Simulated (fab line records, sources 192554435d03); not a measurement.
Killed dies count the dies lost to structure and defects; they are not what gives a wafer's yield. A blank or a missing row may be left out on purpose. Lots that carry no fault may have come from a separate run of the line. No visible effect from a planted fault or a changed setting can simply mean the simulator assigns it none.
Matching of chambers | flow n5-finfet | ald-metal-03 running N5_HKMG_FIN_ALD_36: 4 sister chambers
The step deposits TiN, target thk 1 nm, pulse time 1 s, purge time 3 s. 4 wafers are shown with their chamber, then 7 later ones without.

== WAFERS PAIRED WITH THEIR CHAMBERS ==
wafer  | chamber | heater-power-w (W)
L084.1 | 3       | 933
L085.3 | 2       | 1048
L086.1 | 1       | 1041
L086.3 | 0       | 862

== WAFERS MISSING THEIR CHAMBER ==
wafer  | heater-power-w (W)
L086.4 | 1025
L097.1 | 851
L097.2 | 1060
L097.3 | 1047
L097.4 | 908
L097.5 | 1026
L097.6 | 1073

== CHAMBER TAKEN BY EACH ==
wafer  | from the rows above     | in truth
L086.4 | can't be placed: 1 or 2 | 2
L097.1 | 0                       | 0
L097.2 | can't be placed: 2 or 1 | 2
L097.3 | can't be placed: 2 or 1 | 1
L097.4 | can't be placed: 3 or 0 | 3
L097.5 | can't be placed: 1 or 2 | 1
L097.6 | can't be placed: 2 or 1 | 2
1 of 7 placed correctly. Unplaceable from these rows: 6, with the true chamber sitting among the candidates in 6. Wrongly placed: 0.
How it was worked out, from the rows above alone: a wafer's distance from a chamber is the root of the sum, over the readings, of the square of ((its reading less the chamber's mean) divided by the reading's scatter). If the next closest chamber is less than 2 further off than the closest, the wafer can't be placed; otherwise it belongs to the closest. Each chamber's mean is taken over the wafers shown for it. The scatter (one wafer shown for each chamber): square how far every hidden wafer sits from the nearest shown wafer, average those squares and take the square root.
